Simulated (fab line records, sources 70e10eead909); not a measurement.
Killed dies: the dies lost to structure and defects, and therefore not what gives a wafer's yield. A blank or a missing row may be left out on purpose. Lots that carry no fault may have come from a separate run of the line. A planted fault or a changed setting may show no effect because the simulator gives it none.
Chamber matching || flow nand_harc || rie_diel-06 running NHARC_P_BONDPAD_DESCUM_11: 4 sister chambers
The step chemistry O2, time 3 s. 16 wafers are shown with their chamber, then 8 later ones without.

## WAFERS PAIRED WITH THEIR CHAMBERS
{"wafer": "L077.2", "chamber": 3, "showerhead_plenum_p_Torr (Torr)": 1.83, "drypump_motor_current_A (A)": 5.98, "oes_product_au (a.u.)": 0.989}
{"wafer": "L077.3", "chamber": 0, "showerhead_plenum_p_Torr (Torr)": 2.02, "drypump_motor_current_A (A)": 6.45, "oes_product_au (a.u.)": 1.002}
{"wafer": "L077.6", "chamber": 2, "showerhead_plenum_p_Torr (Torr)": 1.85, "drypump_motor_current_A (A)": 6.63, "oes_product_au (a.u.)": 0.991}
{"wafer": "L084.1", "chamber": 1, "showerhead_plenum_p_Torr (Torr)": 2.01, "drypump_motor_current_A (A)": 6.20, "oes_product_au (a.u.)": 1.008}
{"wafer": "L084.3", "chamber": 2, "showerhead_plenum_p_Torr (Torr)": 1.85, "drypump_motor_current_A (A)": 6.63, "oes_product_au (a.u.)": 1.017}
{"wafer": "L084.6", "chamber": 0, "showerhead_plenum_p_Torr (Torr)": 2.01, "drypump_motor_current_A (A)": 6.46, "oes_product_au (a.u.)": 1.001}
{"wafer": "L085.1", "chamber": 2, "showerhead_plenum_p_Torr (Torr)": 1.85, "drypump_motor_current_A (A)": 6.63, "oes_product_au (a.u.)": 0.993}
{"wafer": "L085.3", "chamber": 1, "showerhead_plenum_p_Torr (Torr)": 2.01, "drypump_motor_current_A (A)": 6.23, "oes_product_au (a.u.)": 1.007}
{"wafer": "L085.5", "chamber": 1, "showerhead_plenum_p_Torr (Torr)": 2.01, "drypump_motor_current_A (A)": 6.24, "oes_product_au (a.u.)": 1.005}
{"wafer": "L088.1", "chamber": 1, "showerhead_plenum_p_Torr (Torr)": 2.01, "drypump_motor_current_A (A)": 6.20, "oes_product_au (a.u.)": 1.009}
{"wafer": "L088.4", "chamber": 0, "showerhead_plenum_p_Torr (Torr)": 2.01, "drypump_motor_current_A (A)": 6.46, "oes_product_au (a.u.)": 1.002}
{"wafer": "L088.5", "chamber": 3, "showerhead_plenum_p_Torr (Torr)": 1.83, "drypump_motor_current_A (A)": 5.96, "oes_product_au (a.u.)": 0.987}
{"wafer": "L090.1", "chamber": 2, "showerhead_plenum_p_Torr (Torr)": 1.85, "drypump_motor_current_A (A)": 6.62, "oes_product_au (a.u.)": 1.010}
{"wafer": "L090.2", "chamber": 1, "showerhead_plenum_p_Torr (Torr)": 2.01, "drypump_motor_current_A (A)": 6.21, "oes_product_au (a.u.)": 1.015}
{"wafer": "L090.3", "chamber": 0, "showerhead_plenum_p_Torr (Torr)": 2.01, "drypump_motor_current_A (A)": 6.48, "oes_product_au (a.u.)": 1.008}
{"wafer": "L089.3", "chamber": 0, "showerhead_plenum_p_Torr (Torr)": 2.01, "drypump_motor_current_A (A)": 6.46, "oes_product_au (a.u.)": 1.015}

SIGNATURES (averages over the wafers above)
{"reading": "showerhead_plenum_p_Torr", "chamber 0": 2.0120, "chamber 1": 2.0100, "chamber 2": 1.8500, "chamber 3": 1.8300, "scatter within a chamber": 0.00258}
{"reading": "drypump_motor_current_A", "chamber 0": 6.4620, "chamber 1": 6.2160, "chamber 2": 6.6275, "chamber 3": 5.9700, "scatter within a chamber": 0.0131}
{"reading": "oes_product_au", "chamber 0": 1.00560, "chamber 1": 1.00880, "chamber 2": 1.00275, "chamber 3": 0.98800, "scatter within a chamber": 0.00758}
Rule: for each reading, subtract the chamber's mean from the wafer's reading, divide by that reading's scatter and square the result; add these up over the readings and take the root, which gives the wafer's distance from the chamber. If the next closest chamber is less than 2 further off than the closest, the wafer can't be placed; otherwise it belongs to the closest. The scatter: the root of (the sum of the squares of (reading less its chamber's mean) over the shown wafers, divided by (wafers less chambers)).

## WAFERS WHOSE CHAMBER IS MISSING
{"wafer": "L089.5", "showerhead_plenum_p_Torr (Torr)": 1.83, "drypump_motor_current_A (A)": 5.97, "oes_product_au (a.u.)": 0.995}
{"wafer": "L089.6", "showerhead_plenum_p_Torr (Torr)": 1.85, "drypump_motor_current_A (A)": 6.63, "oes_product_au (a.u.)": 1.000}
{"wafer": "L093.2", "showerhead_plenum_p_Torr (Torr)": 2.01, "drypump_motor_current_A (A)": 6.44, "oes_product_au (a.u.)": 1.010}
{"wafer": "L093.4", "showerhead_plenum_p_Torr (Torr)": 2.01, "drypump_motor_current_A (A)": 6.20, "oes_product_au (a.u.)": 0.996}
{"wafer": "L093.6", "showerhead_plenum_p_Torr (Torr)": 1.85, "drypump_motor_current_A (A)": 6.64, "oes_product_au (a.u.)": 1.023}
{"wafer": "L095.1", "showerhead_plenum_p_Torr (Torr)": 2.01, "drypump_motor_current_A (A)": 6.46, "oes_product_au (a.u.)": 1.014}
{"wafer": "L095.3", "showerhead_plenum_p_Torr (Torr)": 1.85, "drypump_motor_current_A (A)": 6.65, "oes_product_au (a.u.)": 1.017}
{"wafer": "L095.4", "showerhead_plenum_p_Torr (Torr)": 1.83, "drypump_motor_current_A (A)": 5.97, "oes_product_au (a.u.)": 0.993}

## THE CHAMBER EACH PASSED THROUGH
{"wafer": "L089.5", "from the rows above": 3, "in truth": 3}
{"wafer": "L089.6", "from the rows above": 2, "in truth": 2}
{"wafer": "L093.2", "from the rows above": 0, "in truth": 0}
{"wafer": "L093.4", "from the rows above": 1, "in truth": 1}
{"wafer": "L093.6", "from the rows above": 2, "in truth": 2}
{"wafer": "L095.1", "from the rows above": 0, "in truth": 0}
{"wafer": "L095.3", "from the rows above": 2, "in truth": 2}
{"wafer": "L095.4", "from the rows above": 3, "in truth": 3}
Correct placement for 8 of the 8. Not placeable from these rows: 0. Wrongly placed: 0.
